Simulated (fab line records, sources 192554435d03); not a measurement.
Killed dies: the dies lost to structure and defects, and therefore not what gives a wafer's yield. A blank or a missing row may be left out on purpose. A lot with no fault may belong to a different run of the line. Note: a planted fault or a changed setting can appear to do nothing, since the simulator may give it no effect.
Matching of chambers :: flow n5 finfet :: 4 sister chambers for N5_HKMG_FIN_ALD_75 on ald hk-03
The step deposits Al2O3, target thk 1 nm, co reactant pulse time 1 s. 4 wafers are shown with their chamber, then 10 later ones without.

## WAFERS WITH THEIR CHAMBER
wafer: L080.5
chamber: 0
heater power outer w (W): 75

wafer: L088.1
chamber: 3
heater power outer w (W): 99

wafer: L088.3
chamber: 1
heater power outer w (W): 89

wafer: L094.5
chamber: 2
heater power outer w (W): 77

## WAFERS MISSING THEIR CHAMBER
wafer: L094.6
heater power outer w (W): 88

wafer: L095.2
heater power outer w (W): 88

wafer: L095.3
heater power outer w (W): 78

wafer: L095.4
heater power outer w (W): 101

wafer: L096.2
heater power outer w (W): 76

wafer: L096.4
heater power outer w (W): 75

wafer: L096.6
heater power outer w (W): 100

wafer: L097.3
heater power outer w (W): 88

wafer: L097.5
heater power outer w (W): 87

wafer: L097.6
heater power outer w (W): 80

## WHICH CHAMBER EACH WENT THROUGH
wafer: L094.6
from the rows above: 1
in truth: 1

wafer: L095.2
from the rows above: 1
in truth: 1

wafer: L095.3
from the rows above: can't be placed: 2 or 0
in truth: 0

wafer: L095.4
from the rows above: 3
in truth: 3

wafer: L096.2
from the rows above: can't be placed: 0 or 2
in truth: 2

wafer: L096.4
from the rows above: can't be placed: 0 or 2
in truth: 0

wafer: L096.6
from the rows above: 3
in truth: 3

wafer: L097.3
from the rows above: 1
in truth: 1

wafer: L097.5
from the rows above: 1
in truth: 1

wafer: L097.6
from the rows above: can't be placed: 2 or 0
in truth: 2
Correct placement for 6 of the 10. Can't be placed from these rows: 4 (the true chamber is among the candidates in 4). Number placed wrongly: 0.
How it was worked out, from the rows above alone: a wafer's distance from a chamber is the root of the sum, over the readings, of the square of ((its reading less the chamber's mean) divided by the reading's scatter). The wafer belongs to the nearest chamber; if the next one is less than 2 further off, it can't be placed. A chamber's mean is the mean of its shown wafers. The scatter: with one shown wafer a chamber, the root of the mean of the squares of how far each hidden wafer lies from its nearest shown one.
